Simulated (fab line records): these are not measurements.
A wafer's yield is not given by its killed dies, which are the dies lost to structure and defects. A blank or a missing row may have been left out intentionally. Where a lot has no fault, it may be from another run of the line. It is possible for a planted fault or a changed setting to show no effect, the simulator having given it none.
Which of the tools did it? | flow nand_harc | 72 wafers from 24 lots sampled at 2 of the route's 1302 steps

## WHAT EACH GAUGE READ, for each wafer
NHARC_A_ONON_D2_THK_MEAS_18: measures by ellipsometry. Usual: 996 nm for thk_nm, sd 9.3.
lot  | measured     | on            | thk_nm (nm)    | flag
L074 | day 13 06:29 | film_metro-01 | 982 980 983    |
L075 | day 13 17:32 | film_metro-01 | 988 987 987    |
L076 | day 13 17:32 | film_metro-02 | 1016 1014 1013 |
L077 | day 14 05:58 | film_metro-01 | 1002 1003 1002 |
L078 | day 14 17:59 | film_metro-01 | 1002 1003 1003 |
L079 | day 15 09:51 | film_metro-02 | 994 995 996    |
L081 | day 16 06:20 | film_metro-01 | 991 988 989    |
L080 | day 16 06:20 | film_metro-02 | 1016 1016 1017 |
L082 | day 16 11:37 | film_metro-01 | 973 974 972    |
L084 | day 16 18:50 | film_metro-01 | 995 992 994    |
L083 | day 16 18:50 | film_metro-01 | 999 999 998    |
L085 | day 17 21:39 | film_metro-02 | 998 996 999    |
L086 | day 17 21:39 | film_metro-01 | 1001 1001 1001 |
L087 | day 17 21:40 | film_metro-02 | 999 999 1001   |
L088 | day 19 17:25 | film_metro-01 | 992 992 993    |
L090 | day 19 17:25 | film_metro-01 | 997 995 995    |
L089 | day 19 17:25 | film_metro-02 | 991 990 990    |
L091 | day 20 00:10 | film_metro-01 | 997 999 1000   |
L092 | day 20 05:40 | film_metro-01 | 1004 1003 1005 |
L093 | day 21 05:01 | film_metro-01 | 999 1001 1001  |
L094 | day 21 13:43 | film_metro-01 | 991 991 990    |
L095 | day 22 01:44 | film_metro-02 | 1001 1000 999  |
L096 | day 22 01:45 | film_metro-01 | 986 985 985    |
L097 | day 22 10:32 | film_metro-02 | 999 1000 998   |

NHARC_A_CHANNEL_HOLE_D2_OVL_MEAS_11. Usual: overlay_x_nm -0.3 nm, standard deviation 0.78; overlay_y_nm 0.2 nm, standard deviation 0.77.
lot  | measured     | on         | overlay_x_nm (nm) | overlay_y_nm (nm) | flag
L074 | day 13 14:42 | overlay-01 | -2.2 -1.2 -1.3    | 0.2 -1.0 0.0      |
L075 | day 14 03:41 | overlay-02 | -0.6 0.1 -0.4     | 0.4 0.0 -0.5      |
L076 | day 14 03:54 | overlay-01 | 0.5 1.0 0.7       | 0.3 0.1 0.5       |
L077 | day 14 11:26 | overlay-02 | 0.7 0.6 0.9       | 0.5 0.6 0.8       |
L078 | day 15 03:30 | overlay-01 | -0.8 -0.8 -0.7    | 1.3 1.6 1.2       |
L079 | day 15 17:38 | overlay-02 | -1.8 -2.3 -2.1    | 0.3 0.6 0.8       |
L081 | day 16 16:04 | overlay-01 | 0.9 0.8 1.1       | 0.4 1.0 0.9       |
L080 | day 16 13:59 | overlay-02 | -1.0 -1.7 -1.6    | 0.9 0.3 1.5       |
L082 | day 16 20:49 | overlay-01 | -0.6 -0.1 -0.8    | 0.0 -0.6 -1.0     |
L084 | day 17 02:41 | overlay-01 | -1.4 -1.1 -0.9    | -0.6 -0.2 0.1     |
L083 | day 17 04:00 | overlay-01 | -0.1 0.2 -0.2     | -0.8 -0.3 -0.5    |
L085 | day 18 03:16 | overlay-01 | 0.3 -0.5 -0.6     | 1.3 1.0 0.8       |
L086 | day 18 03:39 | overlay-01 | 0.2 -0.1 0.2      | 0.2 0.5 0.3       |
L087 | day 18 04:13 | overlay-01 | 0.6 0.5 0.0       | 0.0 0.2 0.0       |
L088 | day 19 23:04 | overlay-02 | -0.3 0.4 0.5      | 1.0 0.5 0.5       |
L090 | day 19 23:50 | overlay-02 | -0.1 -0.3 0.2     | -0.1 -0.4 -0.5    |
L089 | day 19 23:26 | overlay-01 | -0.9 -1.0 -0.2    | -0.2 -1.0 -0.5    |
L091 | day 20 05:49 | overlay-01 | -0.9 -0.1 -0.1    | -1.3 -1.4 -1.1    |
L092 | day 20 13:01 | overlay-02 | -0.1 0.2 -0.1     | 0.3 0.2 0.6       |
L093 | day 21 12:40 | overlay-02 | -1.1 -0.8 -0.7    | -0.3 -0.7 -0.7    |
L094 | day 21 19:43 | overlay-02 | 0.4 0.2 0.3       | 1.3 0.8 1.1       |
L095 | day 22 07:25 | overlay-01 | 0.1 0.3 0.4       | 1.3 1.0 1.4       |
L096 | day 22 08:23 | overlay-02 | -0.5 -0.4 -0.5    | 0.7 0.0 0.6       |
L097 | day 22 16:20 | overlay-01 | -0.8 -1.0 -1.3    | -0.9 -1.0 -1.0    |

## EACH LOT AND THE TOOL THAT RAN IT (in order: tool; ch and the chambers of the sampled wafers; start)
No process step before these readings appears in the record.

## WHAT THE TOOLS THEMSELVES READ (means of the sampled wafers that have a number; where no wafer has one, the mark that the record gives instead)
The record holds no such reading with a usual standard deviation.

## THE ANSWER, worked out from the rows above alone
Rule: a lot counts as off when the mean over its wafers that have a number is more than 3 standard deviations away from the usual mean. Also off: a lot with no number at a reading for which 4 or more lots have one. All remaining lots with rows at the step are treated as sound. The gauges are gone through in route order, then the tools' own readings, and for those a lot's mean is taken as printed above. At the first step where some lot is off, the reading lying furthest off is the one used; lots without a number count as furthest.
None of the lots is off at any reading shown; this tells nothing.

## WHAT THE SIMULATOR HAD PUT IN
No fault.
